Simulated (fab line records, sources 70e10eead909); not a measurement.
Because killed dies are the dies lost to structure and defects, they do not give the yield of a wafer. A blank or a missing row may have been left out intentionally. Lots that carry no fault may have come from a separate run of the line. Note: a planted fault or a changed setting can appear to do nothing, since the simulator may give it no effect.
Struck lot and sound lot, side by side	flow nandHarc	38 steps out of a route of 1159
Sound: these wafers, L494.2, L494.4, L494.6. Struck: wafer L500.6. (L500.1, L500.2 of the same lot were not struck and are left out.) The cause comes at the end.
Order at every step that has rows: each side's tool, ch and its chambers, its first start. Under that, the readings that differ: sound wafers	struck wafers	difference of the means	sigmas: that difference in standard deviations of wafers without a fault.
alike: readings whose means differ by less than 2 such deviations, and words and numbers that are the same on both sides. not compared: withheld readings, readings that some wafer has no value for, bounds like >300 that may hide the same value, and numbers for which the record gives no deviation and whose values overlap.
Wherever a step has rows on one side only, a row that says differs or no value, or a row with sigmas, the two part there. Numbers that have no deviation but don't overlap get no sigmas and don't part them. A reading missing from all wafers of one side parts the sides only when that side holds two or more wafers.

NHARC_A_STAIRCASE_ETCH_444: etches the open film in C4F8/O2, target depth 10200 nm, time 3400 s.
  sound on rieDiel-11 ch 2,3, day 14 05:16; struck on rieDiel-01 ch 1, day 16 02:57
reading	sound	struck	difference	sigmas
oesProductAu (a.u.)	0.932 0.909 0.934	0.981	+0.056	+2
  alike: chamberPressureMTorr, rfVppV
  not compared: rfHoursCounterH
then, 9 steps without rows for these wafers: NHARC_A_STAIRCASE_STRIP_446 (strips in O2); NHARC_A_STAIRCASE_STRIP_447 (strips in SPM, time 900 s); NHARC_A_STAIRCASE_PRECLEAN_448 (cleans in SC1); NHARC_A_STAIRCASE_SRD_449; NHARC_A_STAIRCASE_CMP_450 (polishes SiO2, target thk 200 nm); NHARC_A_STAIRCASE_CMP_152 (polishes); NHARC_A_STAIRCASE_SRD_154; NHARC_A_STAIRCASE_ETCH_403 (etches SiO2 in dHF, target depth 108.2 nm); NHARC_A_STAIRCASE_ETCHBACK_422 (etches the open film in CH3F/O2, target depth 40 nm, time 74.286 s).
NHARC_A_STAIRCASE_ETCH_423: etches SiO2 in dHF, target depth 30 nm.
  sound on wetBench-04 ch 0,5,7, day 14 09:20; struck on wetBench-09 ch 0,2,7, day 16 06:41
then, 3 steps without rows for these wafers: NHARC_A_STAIRCASE_ETCHBACK_157 (etches the open film in CH3F/O2, target depth 90 nm, time 167.14 s); NHARC_A_STAIRCASE_STRIP_475 (strips in O2, time 20 s); NHARC_A_STAIRCASE_DEP_471 (deposits SiO2, target thk 100 nm).
NHARC_A_STAIRCASE_CMP_472: polishes SiO2.
  sound on cmp-03 ch 1,2,3, day 14 10:17; struck on cmp-01 ch 3, day 16 07:25
  alike: motorCurrentA
then, 1 step without rows for these wafers: NHARC_A_STAIRCASE_SRD_474.
NHARC_A_SGD_CUT_DEP_00: deposits SiNx, target thk 50 nm.
  sound on pecvd-03 ch 0,1, day 14 10:44; struck on pecvd-02 ch 0, day 16 07:50
  alike: heaterPowerW
then, 10 steps without rows for these wafers: NHARC_A_SGD_CUT_DEHYDRATE_01 (time 120 s); NHARC_A_SGD_CUT_HMDS_02 (time 30 s); NHARC_A_SGD_CUT_COAT_56 (time 75 s); NHARC_A_SGD_CUT_COAT_57 (time 65 s); NHARC_A_SGD_CUT_COAT_03 (resist thk 90 nm); NHARC_A_SGD_CUT_SOFTBAKE_04 (time 55 s); NHARC_A_SGD_CUT_EBR_05; NHARC_A_SGD_CUT_EXPOSE_06 (exposes mask SGD); NHARC_A_SGD_CUT_PEB_07 (peb time 65 s); NHARC_A_SGD_CUT_DEVELOP_08 (develop time 35 s).
NHARC_A_SGD_CUT_CD_MEAS_09: target cd 100 nm.
  sound on cdSem-01 ch 0, day 14 11:19; struck on cdSem-01 ch 0, day 16 08:34
  alike: cdNm
NHARC_A_SGD_CUT_OVL_MEAS_10:
  sound on overlay-01, day 14 11:24; struck on overlay-02, day 16 08:39
reading	sound	struck	difference	sigmas
overlayXNm (nm)	1.1 1.4 1.5	-0.9	-2.2	-3
  alike: overlayYNm
then, 1 step without rows for these wafers: NHARC_A_SGD_CUT_DESCUM_14 (chemistry O2, time 3 s).
NHARC_A_SGD_CUT_ETCH_58: etches the open film in CF4, target depth 39 nm, time 65 s.
  sound on rieDiel-09 ch 1,2, day 14 11:35; struck on rieDiel-09 ch 1, day 16 08:50
  alike: chamberPressureMTorr, drypumpMotorCurrentA, oesProductAu, rfVppV, showerheadPlenumPTorr, throttleValvePct
  not compared: rfHoursCounterH
then, 2 steps without rows for these wafers: NHARC_A_SGD_CUT_ETCH_59 (etches the open film in N2/H2, target depth 260 nm, time 406.25 s); NHARC_A_SGD_CUT_ETCH_15 (etches the open film in CH3F/O2, target depth 75 nm, time 64.3 s).
NHARC_A_SGD_CUT_ETCH_16: etches the open film in C4F8/O2/Ar, target depth 310.5 nm, time 155.2 s.
  sound: rieDiel-09 ch 1,2,3; struck: rieDiel-09 ch 2
  alike: chamberPressureMTorr, oesProductAu, rfVppV
  not compared: rfHoursCounterH
then, 3 steps without rows for these wafers: NHARC_A_SGD_CUT_STRIP_60 (strips in C4F8/O2/Ar); NHARC_A_SGD_CUT_STRIP_17 (strips in O2); NHARC_A_SGD_CUT_PRECLEAN_18 (cleans in SC1).
-- record jumps: 6 days between struck wafers' starts before vs after; left off in module A_SGD_CUT, resumes in module END, first step shown is number 1159 of the route --
NHARC_END_SORT_01:
  at this point the record logs the struck wafers (prober-02 ch 0, day 21 22:39) and has no rows for the sound ones

WHERE THEY PART
First at NHARC_A_STAIRCASE_ETCH_444; last, within this record, at NHARC_END_SORT_01.

WHY: what had been put in by the simulator
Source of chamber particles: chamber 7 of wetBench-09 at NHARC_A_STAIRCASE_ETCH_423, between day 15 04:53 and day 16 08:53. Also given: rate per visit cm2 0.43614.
